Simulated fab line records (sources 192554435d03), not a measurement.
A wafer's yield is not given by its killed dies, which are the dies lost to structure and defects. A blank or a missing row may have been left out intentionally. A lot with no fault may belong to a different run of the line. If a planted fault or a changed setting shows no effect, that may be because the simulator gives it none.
Split-lot study | flow n5Finfet | 39 wafers read from 7 lots, route of 1938 steps

## THE SPLIT ITSELF
At N5_PMOS_HMC_CHANNEL_EPI_EPI_20 (deposits SiGe30, target thk 59 nm), the setting tempC was moved away from the recipe's 600 C on 15 of the 39 wafers read, by -1.1% to +0.5%. For the rest of the wafers, this setting stayed at what the recipe calls for.

The reading comes from the split's own step.

## THE READING
SiGe30_of_PMOS_HMC_CHANNEL_EPI_EPI_20.thkNm (the simulator's own value, which no gauge read), in nm, at N5_PMOS_HMC_CHANNEL_EPI_EPI_20 (deposits SiGe30, target thk 59 nm). There is no usual value for it anywhere in the file. Across the 24 wafers here that went through the recipe, the average is 58.95 nm and the standard deviation 0.71 nm.

wafer  | tool, chamber at the split | tempC as run, C | against the recipe | SiGe30_of_PMOS_HMC_CHANNEL_EPI_EPI_20.thkNm, nm | against lot-mates on the recipe
L079.1 | epiRpcvd-02, 0             | 595.3           | -0.8%              | 54.66                                           | -4.24
L079.2 | epiRpcvd-02, 0             | 595.3           | -0.8%              | 54.18                                           | -4.72
L079.3 | epiRpcvd-02, 0             | 595.3           | -0.8%              | 54.34                                           | -4.56
L079.4 | epiRpcvd-02, 0             | 600             | recipe             | 58.73                                           | -
L079.5 | epiRpcvd-02, 0             | 600             | recipe             | 58.94                                           | -
L079.6 | epiRpcvd-02, 0             | 600             | recipe             | 59.03                                           | -
L082.1 | epiRpcvd-02, 0             | 596.6           | -0.6%              | 55.7                                            | -2.53
L082.2 | epiRpcvd-02, 0             | 600             | recipe             | 58.16                                           | -
L082.3 | epiRpcvd-02, 0             | 600             | recipe             | 58.6                                            | -
L082.4 | epiRpcvd-02, 0             | 596.6           | -0.6%              | 54.54                                           | -3.69
L082.5 | epiRpcvd-02, 0             | 596.6           | -0.6%              | 55.13                                           | -3.10
L082.6 | epiRpcvd-02, 0             | 600             | recipe             | 57.93                                           | -
L087.1 | epiRpcvd-02, 0             | 600             | recipe             | 57.88                                           | -
L087.2 | epiRpcvd-02, 0             | 603             | +0.5%              | 61.34                                           | +3.02
L087.3 | epiRpcvd-02, 0             | 603             | +0.5%              | 61.9                                            | +3.58
L087.4 | epiRpcvd-02, 0             | 600             | recipe             | 58.17                                           | -
L087.5 | epiRpcvd-02, 0             | 603             | +0.5%              | 61.68                                           | +3.36
L087.6 | epiRpcvd-02, 0             | 600             | recipe             | 58.9                                            | -
L088.1 | epiRpcvd-04, 0             | 600             | recipe             | 59.23                                           | -
L088.2 | epiRpcvd-04, 0             | 598.1           | -0.3%              | 57.41                                           | -1.77
L088.3 | epiRpcvd-04, 0             | 600             | recipe             | 59.02                                           | -
L088.4 | epiRpcvd-04, 0             | 600             | recipe             | 59.29                                           | -
L088.5 | epiRpcvd-04, 0             | 598.1           | -0.3%              | 57.28                                           | -1.90
L088.6 | epiRpcvd-04, 0             | 598.1           | -0.3%              | 57.28                                           | -1.90
L091.3 | epiRpcvd-01, 0             | 600             | recipe             | 58.89                                           | -
L091.4 | epiRpcvd-01, 0             | 600             | recipe             | 59.47                                           | -
L091.6 | epiRpcvd-01, 0             | 600             | recipe             | 59.31                                           | -
L095.1 | epiRpcvd-04, 0             | 600             | recipe             | 60.56                                           | -
L095.2 | epiRpcvd-04, 0             | 593.4           | -1.1%              | 52.64                                           | -7.71
L095.3 | epiRpcvd-04, 0             | 593.4           | -1.1%              | 53.61                                           | -6.74
L095.4 | epiRpcvd-04, 0             | 593.4           | -1.1%              | 53.15                                           | -7.20
L095.5 | epiRpcvd-04, 0             | 600             | recipe             | 60.38                                           | -
L095.6 | epiRpcvd-04, 0             | 600             | recipe             | 60.11                                           | -
L096.1 | epiRpcvd-02, 0             | 600             | recipe             | 57.65                                           | -
L096.2 | epiRpcvd-02, 0             | 600             | recipe             | 59                                              | -
L096.5 | epiRpcvd-02, 0             | 600             | recipe             | 59                                              | -
L096.3 | epiRpcvd-02, 0             | 600             | recipe             | 59.05                                           | -
L096.4 | epiRpcvd-02, 0             | 600             | recipe             | 59.02                                           | -
L096.6 | epiRpcvd-02, 0             | 600             | recipe             | 58.58                                           | -

FIT RESULTS
A straight line over all 39 wafers: SiGe30_of_PMOS_HMC_CHANNEL_EPI_EPI_20.thkNm changes by +5.58 nm for each +1% of tempC; r = +0.96; the points scatter about the line by 0.64 nm.
The same after taking each lot's own level away (the mean of its wafers on the recipe; 39 wafers): +6.26 nm for each +1%; r = +0.99; scatter 0.39 nm.
According to that fit, moving tempC by its largest amount changes the reading by 6.9 nm.
Across the lots, their own levels run from 58.230 to 60.350 nm, a range of 3.0 times the standard deviation given above.
So the slope is not independent of the lot-to-lot level: the two fits are not the same.
Check: for one of the wafers moved furthest among these (-1.1%), held out of the fit, the line's prediction against its lot-mates is -6.65 nm. Against them it came out at -7.71 nm.

## THE FILE'S OWN FIT
SiGe30_of_PMOS_HMC_CHANNEL_EPI_EPI_20.thkNm changes by +6.21 nm for each +1% of tempC, r = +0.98.
